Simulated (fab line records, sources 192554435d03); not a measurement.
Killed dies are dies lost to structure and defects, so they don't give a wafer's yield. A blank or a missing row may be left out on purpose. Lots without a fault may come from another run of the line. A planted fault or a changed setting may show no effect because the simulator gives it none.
Chamber matching | flow n5_finfet | N5_BEOL_M14_DESCUM_33 on rie_diel-01: 4 sister chambers
The step chemistry O2, time 7.9 s. 4 wafers are shown with their chamber, then 7 later ones without.

WAFERS WITH THEIR CHAMBER
wafer  | chamber | showerhead_plenum_p_Torr (Torr)
L088.2 | 2       | 2.04
L087.6 | 1       | 2.09
L089.1 | 3       | 2.05
L089.2 | 0       | 2.14

WAFERS WITHOUT THEIR CHAMBER
wafer  | showerhead_plenum_p_Torr (Torr)
L089.4 | 2.09
L090.3 | 2.09
L090.4 | 2.03
L090.6 | 2.03
L095.1 | 2.08
L095.3 | 2.05
L095.4 | 2.03

WHICH CHAMBER EACH WENT THROUGH
wafer  | from the rows above     | in truth
L089.4 | 1                       | 1
L090.3 | 1                       | 1
L090.4 | can't be placed: 2 or 3 | 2
L090.6 | can't be placed: 2 or 3 | 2
L095.1 | 1                       | 1
L095.3 | can't be placed: 3 or 2 | 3
L095.4 | can't be placed: 2 or 3 | 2
Placed correctly: 3 of 7. Can't be placed from these rows: 4 (the true chamber is among the candidates in 4). Placed wrongly: 0.
How it was worked out, from the rows above alone: a wafer's distance from a chamber is the root of the sum, over the readings, of the square of ((its reading less the chamber's mean) divided by the reading's scatter). The wafer belongs to the nearest chamber; if the next one is less than 2 further off, it can't be placed. A chamber's mean is the mean of its shown wafers. The scatter: with one shown wafer a chamber, the root of the mean of the squares of how far each hidden wafer lies from its nearest shown one.
